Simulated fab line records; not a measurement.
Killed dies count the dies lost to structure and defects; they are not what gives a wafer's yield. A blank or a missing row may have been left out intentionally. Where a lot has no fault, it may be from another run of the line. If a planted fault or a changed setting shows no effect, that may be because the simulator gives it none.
Which tool was responsible? || flow nand_harc || Sampling: 10 lots, 30 wafers, 6 of 1302 route steps

## WHAT THE GAUGES READ, wafer by wafer
NHARC_A_SLIT_CD_MEAS_09 targets a cd of 300 nm.
{"lot": "L075", "measured": "day 19 00:42", "on": "cd_sem-02", "cd_nm (nm)": "300.5 300.0 299.4"}
{"lot": "L078", "measured": "day 19 23:43", "on": "cd_sem-02", "cd_nm (nm)": "301.0 301.2 300.2"}
{"lot": "L080", "measured": "day 21 05:22", "on": "cd_sem-01", "cd_nm (nm)": "300.1 300.4 300.5"}
{"lot": "L081", "measured": "day 22 07:29", "on": "cd_sem-02", "cd_nm (nm)": "299.7 299.1 300.2"}
{"lot": "L085", "measured": "day 23 01:19", "on": "cd_sem-01", "cd_nm (nm)": "300.2 300.0 300.2"}
{"lot": "L087", "measured": "day 23 23:46", "on": "cd_sem-01", "cd_nm (nm)": "300.8 299.4 299.8"}
{"lot": "L089", "measured": "day 24 08:27", "on": "cd_sem-01", "cd_nm (nm)": "299.4 299.7 299.4"}
{"lot": "L092", "measured": "day 26 04:19", "on": "cd_sem-01", "cd_nm (nm)": "300.1 299.3 299.6"}
{"lot": "L094", "measured": "day 27 09:59", "on": "cd_sem-02", "cd_nm (nm)": "299.9 299.1 298.8"}
{"lot": "L095", "measured": "day 27 21:28", "on": "cd_sem-02", "cd_nm (nm)": "300.1 300.5 300.0"}

## TOOL THAT RAN EACH LOT (tool first, then ch and the chambers of the sampled wafers, then the start)
{"lot": "L075", "NHARC_A_STAIRCASE_ETCH_453": "rie_diel-07 ch 1,2, day 16 09:34 or earlier", "NHARC_A_STAIRCASE_STRIP_476": "rie_diel-07 ch 2,3, day 16 09:34", "NHARC_A_STAIRCASE_DEP_322": "pecvd-01 ch 0,2, day 17 08:23", "NHARC_A_SGD_CUT_DESCUM_14": "rie_diel-12 ch 1,2,3, day 18 11:49", "NHARC_A_SGD_CUT_STRIP_17": "rie_diel-12 ch 0,1, day 19 00:42 or earlier"}
{"lot": "L078", "NHARC_A_STAIRCASE_ETCH_453": "rie_diel-07 ch 1,2, day 17 18:39 or earlier", "NHARC_A_STAIRCASE_STRIP_476": "rie_diel-01 ch 0,2,3, day 17 18:39", "NHARC_A_STAIRCASE_DEP_322": "pecvd-04 ch 1,2, day 18 11:02", "NHARC_A_SGD_CUT_DESCUM_14": "rie_diel-12 ch 0,1,2, day 19 10:49", "NHARC_A_SGD_CUT_STRIP_17": "rie_diel-12 ch 0,1,3, day 19 23:43 or earlier"}
{"lot": "L080", "NHARC_A_STAIRCASE_ETCH_453": "rie_diel-08 ch 0,2,3, day 18 20:39 or earlier", "NHARC_A_STAIRCASE_STRIP_476": "rie_diel-07 ch 1,2,3, day 18 20:39", "NHARC_A_STAIRCASE_DEP_322": "pecvd-02 ch 1,2, day 19 15:30", "NHARC_A_SGD_CUT_DESCUM_14": "rie_diel-09 ch 0,2, day 20 16:50", "NHARC_A_SGD_CUT_STRIP_17": "rie_diel-04 ch 1,2,3, day 20 17:39"}
{"lot": "L081", "NHARC_A_STAIRCASE_ETCH_453": "rie_diel-08 ch 1,2,3, day 19 21:03 or earlier", "NHARC_A_STAIRCASE_STRIP_476": "rie_diel-01 ch 0,1,2, day 19 21:03", "NHARC_A_STAIRCASE_DEP_322": "pecvd-04 ch 0,2, day 20 19:22", "NHARC_A_SGD_CUT_DESCUM_14": "rie_diel-09 ch 0,3, day 21 19:49", "NHARC_A_SGD_CUT_STRIP_17": "rie_diel-09 ch 1,2, day 22 07:29 or earlier"}
{"lot": "L085", "NHARC_A_STAIRCASE_ETCH_453": "rie_diel-07 ch 2,3, day 20 17:58 or earlier", "NHARC_A_STAIRCASE_STRIP_476": "rie_diel-07 ch 0,2, day 20 17:58", "NHARC_A_STAIRCASE_DEP_322": "pecvd-04 ch 0,2, day 21 14:02", "NHARC_A_SGD_CUT_DESCUM_14": "rie_diel-04 ch 0,2,3, day 22 13:41", "NHARC_A_SGD_CUT_STRIP_17": "rie_diel-04 ch 0,1,2, day 23 01:19 or earlier"}
{"lot": "L087", "NHARC_A_STAIRCASE_ETCH_453": "rie_diel-08 ch 0,1,3, day 21 11:45 or earlier", "NHARC_A_STAIRCASE_STRIP_476": "rie_diel-01 ch 0,1,3, day 21 11:45", "NHARC_A_STAIRCASE_DEP_322": "pecvd-01 ch 0,1,2, day 22 06:26", "NHARC_A_SGD_CUT_DESCUM_14": "rie_diel-04 ch 1,2,3, day 23 08:29", "NHARC_A_SGD_CUT_STRIP_17": "rie_diel-04 ch 1,2,3, day 23 23:46 or earlier"}
{"lot": "L089", "NHARC_A_STAIRCASE_ETCH_453": "rie_diel-08 ch 0,2, day 22 01:44 or earlier", "NHARC_A_STAIRCASE_STRIP_476": "rie_diel-07 ch 2,3, day 22 01:44", "NHARC_A_STAIRCASE_DEP_322": "pecvd-02 ch 0,2, day 22 18:55", "NHARC_A_SGD_CUT_DESCUM_14": "rie_diel-12 ch 0,2,3, day 23 20:43", "NHARC_A_SGD_CUT_STRIP_17": "rie_diel-12 ch 0,1, day 24 08:27 or earlier"}
{"lot": "L092", "NHARC_A_STAIRCASE_ETCH_453": "rie_diel-08 ch 1,2,3, day 23 08:03 or earlier", "NHARC_A_STAIRCASE_STRIP_476": "rie_diel-07 ch 1,2,3, day 23 08:03", "NHARC_A_STAIRCASE_DEP_322": "pecvd-02 ch 0,1,2, day 24 09:34", "NHARC_A_SGD_CUT_DESCUM_14": "rie_diel-12 ch 0,1, day 25 11:25", "NHARC_A_SGD_CUT_STRIP_17": "rie_diel-12 ch 0,1,3, day 26 04:19 or earlier"}
{"lot": "L094", "NHARC_A_STAIRCASE_ETCH_453": "rie_diel-01 ch 1,2, day 24 19:17 or earlier", "NHARC_A_STAIRCASE_STRIP_476": "rie_diel-07 ch 0,1, day 24 19:17", "NHARC_A_STAIRCASE_DEP_322": "pecvd-01 ch 0,1,2, day 25 19:26", "NHARC_A_SGD_CUT_DESCUM_14": "rie_diel-12 ch 2,3, day 26 22:38", "NHARC_A_SGD_CUT_STRIP_17": "rie_diel-12 ch 0,2,3, day 27 09:59 or earlier"}
{"lot": "L095", "NHARC_A_STAIRCASE_ETCH_453": "rie_diel-08 ch 0,1,2, day 25 09:27 or earlier", "NHARC_A_STAIRCASE_STRIP_476": "rie_diel-07 ch 0,1,3, day 25 09:27", "NHARC_A_STAIRCASE_DEP_322": "pecvd-02 ch 0,2, day 26 06:45", "NHARC_A_SGD_CUT_DESCUM_14": "rie_diel-09 ch 1,3, day 27 06:55", "NHARC_A_SGD_CUT_STRIP_17": "rie_diel-09 ch 0,1,3, day 27 21:28 or earlier"}
- NHARC_A_STAIRCASE_ETCH_453: etches the open film in CF4/O2, target depth 30 nm, overetch 3 nm, time 16.5 s.
- NHARC_A_STAIRCASE_STRIP_476: strips in O2, time 20 s.
- NHARC_A_STAIRCASE_DEP_322: deposits SiO2, target thk 7200 nm.
- NHARC_A_SGD_CUT_DESCUM_14: chemistry O2, time 3 s.
- NHARC_A_SGD_CUT_STRIP_17: strips in O2.

## THE ANSWER, worked out from the rows above alone
Rule: what is usual is taken from the lots themselves. Put in order of their means at a reading, lots are off if they are a third of the lots or fewer, leave a main group of 4 or more, and stand apart from it by a gap of 3 or more times the standard deviation of the main group's means; of several such gaps the widest counts. Not used: any main group whose means are identical at the precision the tables above print for the reading. Also off: a lot with no number at a reading for which 4 or more lots have one. All remaining lots with rows at the step are treated as sound.
Across all readings shown, no lot is off: no conclusion can be drawn from this.

## WHAT HAD BEEN PUT IN BY THE SIMULATOR
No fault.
